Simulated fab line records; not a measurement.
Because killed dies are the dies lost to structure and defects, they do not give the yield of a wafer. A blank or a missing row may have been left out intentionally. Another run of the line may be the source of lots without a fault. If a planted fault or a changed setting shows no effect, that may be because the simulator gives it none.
fab line records + flow n5-finfet
record
- lots=4
- wafers=11
- last-day=16
route steps=1938 shown BEOL_M0@745 BEOL_M1@751 BEOL_M4@1111 PASSIVATION@1936
lots untouched by any fault: they come from a run of this same line in which no faults occurred
start-h: hours from the record's first day to the start of the lot's first wafer shown + wait-h: how many hours have passed since the lot's step before this one + " same as the row above + L1.1+2: a row that stands for several wafers + - value missing, or start not given + * or withheld: withheld + < > ~ a bound
route shown NAME@n: a module of which the file shows steps, and the number in the route of the first + usual: mean and standard deviation over wafers with no fault + same: alike in all rows + chamber/n: place in a boat + sites: each site's reading + _std_site: their standard deviation + _edge_site: mean of outer sites minus mean of inner sites + radius-mm: for every site, how far away it sits from the centre of the wafer + mask NAME#n: copy n + behind: the last tool/chamber to shape the wafer + hold: cause of the lot's hold/its duration in hours/its outcome + device: whichever transistor did not switch (one of n, p or np) + end of line: at the end of the route, the tests of the same wafers + a step without rows: its recipe alone + killed: count of dies lost to structure and defects at first sort (not the wafer's yield) + map: per-die view of a wafer (x killed, . not killed, _ where there is no die)
set.NAME: the setting that was run; set.NAME@STEP: the one run at that earlier step + model.NAME: the simulator's own value behind a step, which no gauge read
certain route steps with their lots: each step a table, each wafer a row
services: from which hour (start-h, from the record's first day; less than 0 if before it) a tool's chamber was out of use, for how many hours, and why
## steps
# step N5_BEOL_M0_PRE_CLEAN_131
# recipe
- gas=NH3/H2
- time-s=15
- temp-c=*
- rf-power-w=300
# step N5_BEOL_M0_CO_CAP_123
# recipe
- material=Co
- target-thk-a=20
- temp-c=200
- precursor=CCTBA/H2
- pressure-torr=30
- time-s=102.1
# step N5_BEOL_M0_PRE_CLEAN_124
# recipe
- gas=NH3
- time-s=15
- temp-c=withheld
- rf-power-w=300
# step N5_BEOL_M0_DEP_125
# recipe
- material=SiCN
- target-thk-a=80
- temp-c=withheld
- precursor=3MS/NH3
- pressure-torr=3
- rf-w=202
- time-s=14
# step N5_BEOL_M1_ILD_DEP_00
# recipe
- material=SiOC
- target-thk-a=790
- temp-c=350
- precursor=DEMS/O2
- pressure-torr=5
- rf-w=500
- time-s=15.3
# step N5_BEOL_M1_PECVD_72
# recipe
- material=SiO2
- target-thk-a=160
- temp-c=400
- precursor=TEOS/O2
- pressure-torr=5.5
- rf-w=450
- teos-flow-sccm=53.8
- gas=O2
- flow-sccm=3000
- time-s=18
# step N5_BEOL_M1_HM_DEP_02
# recipe
- material=TiN
- target-thk-a=200
- temp-c=25
- chamber-pressure-pa=0.49996
# step N5_BEOL_M1_COAT_61
# recipe
- resist=SOC
- temp-c=250
- time-s=60
- spin-rpm=1500
- resist-thk-nm=60
# step N5_BEOL_M1_COAT_62
# recipe
- resist=SiARC
- temp-c=220
- time-s=60
- spin-rpm=1500
- resist-thk-nm=12
# usual
- spin-speed-rpm=1500.0/0.87
| lot.wafer | tool           | chamber | start-h | wait-h | spin-speed-rpm | model.SiARC_of_BEOL_M1_COAT_62.thk-nm |
|-----------|----------------|---------|---------|--------|----------------|---------------------------------------|
| L837.3    | litho-track-03 | 0       | 136.05  | -      | 1500.6         | 12                                    |
| L837.4    | "              | 0       | "       | "      | 1498.2         | 12                                    |
| L837.5    | "              | 0       | "       | "      | 1498.9         | 12                                    |
| L844.4    | litho-track-03 | 0       | 174.00  | -      | 1748.1         | 11                                    |
| L844.5    | "              | 0       | "       | "      | 1748.2         | 11                                    |
| L844.6    | "              | 0       | "       | "      | 1748.8         | 11                                    |
| L845.2    | litho-track-03 | 0       | 184.53  | -      | 1749.9         | 11.2                                  |
| L845.3    | "              | 0       | "       | "      | 1749.3         | 11                                    |
| L845.4    | "              | 0       | "       | "      | 1748.6         | 11                                    |
| L846.2    | litho-track-01 | 0       | 193.66  | -      | 1499.1         | 12                                    |
| L846.4    | "              | 0       | "       | "      | 1500.8         | 12                                    |
# step N5_BEOL_M1_COAT_73
# recipe
- resist=underlayer
- temp-c=205
- time-s=60
- spin-rpm=1500
- resist-thk-nm=5
# step N5_BEOL_M1_COAT_05
# recipe
- resist=CAR-EUV
- spin-rpm=1500
- resist-thk-nm=30
# step N5_BEOL_M1_EBR_07
# recipe
- solvent=PGMEA
- ebr-width-mm=1.5
# step N5_BEOL_M1_SOFTBAKE_06
# recipe
- temp-c=110
- time-s=60
- resist=CAR-EUV
# step N5_BEOL_M1_EXPOSE_08
# recipe
- mask-id=M1
- na=0.33
- source-shape=dipole
- sigma-inner=0.369
- sigma-outer=0.767
- polarization=unpolarized
- dose-mj=33
# step N5_BEOL_M1_PEB_09
# recipe
- peb-temp-c=100
- peb-time-s=60
- resist=CAR-EUV
# step N5_BEOL_M1_DEVELOP_10
# recipe
- develop-time-s=30
- developer=TMAH
- resist=CAR-EUV
- rinse-liquid=surfactant-rinse
- dry=air-spin
- dev-temp-c=23
# step N5_BEOL_M1_DESCUM_16
# recipe
- chemistry=O2
- time-s=7
- source-power-w=50
- bias-power-w=20
- pressure-mtorr=20
- rf-frequency-hz=2.712e+07
- temp-c=40
- resist=CAR-EUV
- o2-flow-sccm=225
# step N5_BEOL_M1_ETCH_74
# recipe
- chemistry=N2/H2
- target=underlayer
- target-depth-a=65
- mask-material=CAR-EUV
- time-s=5.2
- ion-energy-ev=200
- pressure-mtorr=30
- source-w=840
- bias-w=150
- n2-flow-sccm=200
- h2-flow-sccm=200
- ends=cleared
# step N5_BEOL_M1_ETCH_63
# recipe
- chemistry=CF4
- target=SiARC
- target-depth-a=156
- mask-material=CAR-EUV
- time-s=26
- ion-energy-ev=80
- pressure-mtorr=40
- source-w=545
- bias-w=36
- Ar_flow_sccm=100
- cf4-flow-sccm=100
- ends=cleared
# usual
- drypump-motor-current-A=5.8/0.56
- etch-rf-on-time-s=26.0/0.89
- oes-product-au=0.65/0.059
- rf-vpp-V=184.3/1.1
- showerhead-plenum-p-Torr=2.15/0.067
- throttle-valve-pct=15.69/0.23
| lot.wafer | tool        | chamber | start-h | wait-h | drypump-motor-current-A | etch-rf-on-time-s | oes-product-au | rf-hours-counter-h | rf-vpp-V | showerhead-plenum-p-Torr | throttle-valve-pct | model.etch.depth-nm | model.CAR-EUV_of_BEOL_M1_COAT_05.thk-nm |
|-----------|-------------|---------|---------|--------|-------------------------|-------------------|----------------|--------------------|----------|--------------------------|--------------------|---------------------|-----------------------------------------|
| L837.3    | rie-diel-03 | 3       | 136.50  | 0.0    | 6.4                     | 24.6              | 0.76           | 53                 | 184.1    | 2.09                     | 15.42              | 12.01               | 11                                      |
| L837.4    | "           | 2       | "       | "      | 4.7                     | 27.1              | 0.65           | 139                | 185.3    | 2.23                     | 15.95              | 12.05               | 11                                      |
| L837.5    | "           | 3       | "       | "      | 6.3                     | 24.5              | 0.76           | -                  | 182.5    | 2.09                     | 15.42              | 12.02               | 11                                      |
| L844.4    | rie-diel-03 | 0       | 174.43  | 0.0    | 5.0                     | 24.2              | 0.62           | 156                | 185.5    | 2.14                     | 15.86              | 11.1                | 11.6                                    |
| L844.5    | "           | 1       | "       | "      | 6.1                     | 25.0              | 0.61           | -                  | 185.4    | 2.21                     | 15.77              | 11.08               | 11.8                                    |
| L844.6    | "           | 2       | "       | "      | 4.7                     | 24.8              | 0.64           | -                  | 185.5    | 2.23                     | 15.97              | 11.08               | 11.8                                    |
| L845.2    | rie-diel-03 | 0       | 185.06  | 0.0    | 5.0                     | 23.9              | 0.63           | 156                | 184.7    | 2.14                     | 15.88              | 11.1                | 11.6                                    |
| L845.3    | "           | 2       | "       | "      | 4.7                     | 25.0              | 0.64           | 149                | 185.3    | 2.23                     | 15.98              | 11.1                | 11.8                                    |
| L845.4    | "           | 1       | "       | "      | 6.1                     | 24.8              | 0.62           | 196                | 185.8    | 2.21                     | 15.79              | 11.1                | 11.8                                    |
| L846.2    | rie-diel-01 | 0       | 194.10  | 0.0    | 6.1                     | 26.5              | 0.81           | 3                  | 183.7    | 2.10                     | 15.12              | 11.96               | 11.2                                    |
| L846.4    | "           | 1       | "       | "      | 6.3                     | 26.6              | 0.59           | 193                | 184.4    | 2.05                     | 15.85              | 11.99               | 11                                      |
# step N5_BEOL_M1_ETCH_64
# recipe
- chemistry=N2/H2
- target=SOC
- target-depth-a=750
- overetch-a=150
- mask-material=SiARC
- temp-c=40
- time-s=112.5
- ion-energy-ev=200
- pressure-mtorr=30
- source-w=840
- bias-w=150
- n2-flow-sccm=200
- h2-flow-sccm=200
# usual
- drypump-motor-current-A=5.8/0.56
- h2-flow-sccm=200.0/0.58
- oes-product-au=0.60/0.049
- rf-vpp-V=524.3/2.5
- showerhead-plenum-p-Torr=2.56/0.08
- throttle-valve-pct=17.93/0.26
| lot.wafer | tool        | chamber | start-h | wait-h | drypump-motor-current-A | h2-flow-sccm | oes-product-au | rf-hours-counter-h | rf-vpp-V | showerhead-plenum-p-Torr | throttle-valve-pct | model.SiARC_of_BEOL_M1_COAT_62.thk-nm |
|-----------|-------------|---------|---------|--------|-------------------------|--------------|----------------|--------------------|----------|--------------------------|--------------------|---------------------------------------|
| L837.3    | rie-diel-03 | 3       | 136.53  | 0.0    | 6.4                     | 199.6        | 0.69           | 53                 | 523.2    | 2.47                     | 17.61              | 6.4                                   |
| L837.4    | "           | 2       | "       | "      | 4.7                     | 200.0        | 0.61           | 139                | 526.4    | 2.65                     | 18.09              | 7                                     |
| L837.5    | "           | 3       | "       | "      | 6.4                     | 199.9        | 0.68           | -                  | 520.8    | 2.47                     | 17.62              | 6.4                                   |
| L844.4    | rie-diel-03 | 0       | 174.46  | 0.0    | 5.0                     | 200.6        | 0.58           | 156                | 523.9    | 2.56                     | 18.22              | 6                                     |
| L844.5    | "           | 1       | "       | "      | 6.1                     | 201.1        | 0.58           | -                  | 526.3    | 2.64                     | 17.98              | 6                                     |
| L844.6    | "           | 2       | "       | "      | 4.8                     | 199.7        | 0.61           | -                  | 527.1    | 2.65                     | 18.13              | 6.2                                   |
| L845.2    | rie-diel-03 | 0       | 185.09  | 0.0    | 5.0                     | 200.7        | 0.58           | 157                | 524.1    | 2.56                     | 18.22              | 5.8                                   |
| L845.3    | "           | 2       | "       | "      | 4.7                     | 199.4        | 0.61           | 149                | 526.6    | 2.65                     | 18.14              | 6                                     |
| L845.4    | "           | 1       | "       | "      | 6.1                     | 199.5        | 0.58           | 196                | 528.3    | 2.64                     | 18.00              | 6                                     |
| L846.2    | rie-diel-01 | 0       | 194.13  | 0.0    | 6.1                     | 201.1        | 0.74           | 3                  | 523.2    | 2.51                     | 17.31              | 6.6                                   |
| L846.4    | "           | 1       | "       | "      | 6.3                     | 199.9        | 0.57           | 193                | 519.3    | 2.44                     | 18.14              | 6.8                                   |
# step N5_BEOL_M1_STRIP_65
# recipe
- chemistry=N2/H2
- temp-c=40
- n2-flow-sccm=200
- h2-flow-sccm=200
- rf-frequency-hz=6e+07
# step N5_BEOL_M4_RC_MEAS_101
# usual
- DIBL_N=36.0/1.6
- DIBL_P=35.8/2
- IOFF_N=0.152/0.03
- IOFF_P=0.20/0.031
- ION_N=670/12
- ION_P=459/7.4
- SS_N=71.5/0.56
- SS_P=73.2/0.64
- VT_N=251/3.5
- VT_P=-252/3.3
| lot.wafer | tool      | chamber | start-h | wait-h | DIBL_N[mV/V] | DIBL_P[mV/V] | IOFF_N[nA/um] | IOFF_P[nA/um] | ION_N[uA/um] | ION_P[uA/um] | SS_N[mV/dec] | SS_P[mV/dec] | VT_N[mV] | VT_P[mV] |
|-----------|-----------|---------|---------|--------|--------------|--------------|---------------|---------------|--------------|--------------|--------------|--------------|----------|----------|
| L837.3    | prober-02 | 0       | 206.24  | 0.3    | 36.2         | 35.8         | 0.151         | 0.18          | 681          | 468          | 71.5         | 73.4         | 250      | -251     |
| L837.4    | "         | 0       | "       | "      | 38.0         | 37.8         | 0.177         | 0.21          | 671          | 458          | 71.3         | 73.9         | 249      | -250     |
| L837.5    | "         | 0       | "       | "      | 33.7         | 33.6         | 0.120         | 0.16          | 676          | 465          | 70.2         | 73.0         | 254      | -250     |
| L844.4    | prober-01 | 0       | 247.48  | 0.5    | 33.4         | 34.1         | 0.119         | 0.17          | 666          | 460          | 71.4         | 72.7         | 253      | -252     |
| L844.5    | "         | 0       | "       | "      | 36.4         | 37.2         | 0.165         | 0.24          | 679          | 471          | 71.8         | 74.6         | 249      | -247     |
| L844.6    | "         | 0       | "       | "      | 35.5         | 36.4         | 0.144         | 0.20          | 664          | 458          | 71.2         | 73.3         | 251      | -252     |
| L845.2    | prober-02 | 0       | 252.90  | 0.2    | 34.8         | 35.0         | 0.124         | 0.17          | 664          | 456          | 71.4         | 73.1         | 251      | -256     |
| L845.3    | "         | 0       | "       | "      | 34.8         | 35.0         | 0.128         | 0.16          | 663          | 452          | 70.9         | 72.8         | 250      | -256     |
| L845.4    | "         | 0       | "       | "      | 35.9         | 37.1         | 0.146         | 0.19          | 666          | 454          | 72.0         | 74.0         | 250      | -253     |
| L846.2    | prober-01 | 0       | 275.76  | 0.2    | 36.0         | 35.3         | 0.140         | 0.19          | 673          | 461          | 71.3         | 73.4         | 252      | -253     |
| L846.4    | "         | 0       | "       | "      | 36.0         | 35.3         | 0.128         | 0.18          | 656          | 453          | 71.2         | 73.0         | 257      | -256     |
# step N5_PASSIVATION_PROBE_49
# usual
- defect-limited-yield=91.6/1.4
- killed_at_M0_to_M3=33/10
- killed_at_M4_up=13/5.3
- killed-at-contacts=13/5.9
- killed-at-front-end=36/12
- killed-at-other=4/3.1
- killed-dies=99/16
- killed-on-rim=13/4.2
- killed-open=65/13
- killed-short=32/7.3
- sort_bin_5_function=4.9/0.9
- sort_bin_6_memory=3.1/0.66
- sort-n-pass=1081/17
- sort-yield-pct=91.6/1.4
# same
- gross-dies=1180
- killed-at-back-side=0
- sort_bin_4_leakage[%]=0
- sort_bin_8_speed[%]=0
| lot.wafer | tool      | chamber | start-h | wait-h | defect-limited-yield[%] | killed_at_M0_to_M3 | killed_at_M4_up | killed-at-contacts | killed-at-front-end | killed-at-other | killed-dies | killed-on-rim | killed-open | killed-short | sort_bin_5_function[%] | sort_bin_6_memory[%] | sort-n-pass | sort-yield-pct[%] |
|-----------|-----------|---------|---------|--------|-------------------------|--------------------|-----------------|--------------------|---------------------|-----------------|-------------|---------------|-------------|--------------|------------------------|----------------------|-------------|-------------------|
| L844.5    | prober-01 | -       | 350.22  | 0.2    | 91.6                    | 23                 | 15              | 19                 | 39                  | 3               | 99          | 12            | 64          | 35           | 4.7                    | 3.2                  | 1081        | 91.6              |
| L845.2    | prober-02 | -       | 353.41  | 0.1    | 92.5                    | 37                 | 8               | 4                  | 37                  | 3               | 89          | 12            | 63          | 25           | 4.8                    | 2.3                  | 1091        | 92.5              |
| L845.3    | prober-02 | -       | 353.46  | 0.1    | 92.9                    | 33                 | 10              | 18                 | 23                  | 0               | 84          | 12            | 50          | 32           | 4.4                    | 2.5                  | 1096        | 92.9              |
| L845.4    | prober-02 | -       | 353.51  | 0.2    | 92.6                    | 28                 | 8               | 21                 | 26                  | 4               | 87          | 14            | 52          | 35           | 4.7                    | 2.3                  | 1093        | 92.6              |
| L846.2    | prober-02 | -       | 379.44  | 0.1    | 91.0                    | 37                 | 15              | 10                 | 43                  | 1               | 106         | 16            | 75          | 30           | 5.7                    | 3.1                  | 1074        | 91.0              |
| L846.4    | prober-02 | -       | 379.54  | 0.2    | 90.9                    | 36                 | 18              | 10                 | 34                  | 9               | 107         | 15            | 75          | 32           | 5.1                    | 3.8                  | 1073        | 90.9              |
# killed by level:class
L844.5 MOL_CONTACT_COAG:geometric-particle:open=15 FIN_SAQP:geometric-particle:short=11 BEOL_M4:geometric-particle:open=11 STI_FIN_REVEAL:geometric-particle:open=8 BEOL_M0_SAQP:geometric-particle:open=5 BEOL_M3:geometric-particle:open=5 STARTING-WAFER:geometric-particle:open=5 FIN_SAQP:geometric-particle:open=4
L845.2 BEOL_M0_SAQP:geometric-particle:short=10 FIN_SAQP:geometric-particle:open=9 BEOL_M1:geometric-particle:open=8 STI_FIN_REVEAL:geometric-particle:open=8 DUMMY_GATE:geometric-particle:open=5 BEOL_M2:geometric-particle:open=5 BEOL_M3:geometric-particle:open=5 BEOL_M4:geometric-particle:open=5
L845.3 MOL_CONTACT_COAG:geometric-particle:open=13 BEOL_M0_SAQP:geometric-particle:open=10 BEOL_M0_SAQP:geometric-particle:short=10 FIN_SAQP:geometric-particle:short=5 MOL_CONTACT_COAG:geometric-particle:short=5 STI_FIN_REVEAL:geometric-particle:open=4 FIN_SAQP:geometric-particle:open=3 DUMMY_GATE:geometric-particle:open=3
L845.4 MOL_CONTACT_COAG:geometric-particle:open=15 BEOL_M0_SAQP:geometric-particle:open=9 BEOL_M0_SAQP:geometric-particle:short=8 MOL_CONTACT_COAG:geometric-particle:short=6 FIN_SAQP:geometric-particle:open=5 GATE_CUT:geometric-particle:short=4 FIN_SAQP:geometric-particle:short=3 STI_FIN_REVEAL:geometric-particle:open=3
L846.2 STI_FIN_REVEAL:geometric-particle:open=20 BEOL_M0_SAQP:geometric-particle:open=11 MOL_CONTACT_COAG:geometric-particle:open=9 FIN_SAQP:geometric-particle:open=8 BEOL_M1:geometric-particle:open=7 BEOL_M0_SAQP:geometric-particle:short=6 BEOL_M3:geometric-particle:open=6 STI_FIN_REVEAL:geometric-particle:short=5
L846.4 BEOL_M2:geometric-particle:open=14 BEOL_M3:geometric-particle:open=10 FIN_SAQP:geometric-particle:open=6 MOL_CONTACT_COAG:geometric-particle:open=6 BEOL_M4:geometric-particle:open=6 BEOL_M5:geometric-particle:open=5 DUMMY_GATE:geometric-particle:open=5 BEOL_M0_SAQP:geometric-particle:short=5
## services
| tool        | chamber | start-h | hours | kind                          |
|-------------|---------|---------|-------|-------------------------------|
| rie-diel-01 | 3       | 139.01  | 5.3   | repair                        |
| rie-diel-03 | 2       | 154.27  | 4.0   | repair                        |
| rie-diel-01 | 0       | 162.16  | -     | clean                         |
| rie-diel-01 | 0       | 162.16  | -     | consumable-replace:focus-ring |
| rie-diel-01 | 0       | 162.16  | 22.8  | scheduled-down                |
| rie-diel-01 | 0       | 162.16  | 22.8  | vent-cycle                    |
| rie-diel-01 | 3       | 175.59  | 15.8  | repair                        |
| rie-diel-03 | -       | 179.33  | 2.8   | pm                            |
## key
first-sign
- step=N5_BEOL_M1_COAT_62
- reading=spin-speed-rpm
- direction=up
- sigmas=99+
- usual=*
- struck=*
effect none on later readings
model-effect
- step=N5_BEOL_M1_COAT_62
- value=SiARC_of_BEOL_M1_COAT_62.thk-nm
- without=12
- struck=11.03
model-effect
- step=N5_BEOL_M1_ETCH_63
- value=etch.depth-nm
- without=11.98
- struck=11.09
model-effect
- step=N5_BEOL_M1_ETCH_64
- value=SiARC_of_BEOL_M1_COAT_62.thk-nm
- without=6.833
- struck=6
met-at N5_BEOL_M1_COAT_62
struck-wafers L844.4,L844.5,L844.6,L845.2,L845.3,L845.4
onset-between 136.05 174.00
fault
- kind=process-parameter-drift
- tool=litho-track-03
- chamber=-
- onset-h=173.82
- steps=N5_BEOL_M1_COAT_62
- channel=spin-rpm
- offset=*
- shape=step
- end-h=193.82
- acts-in=*
- stated=*
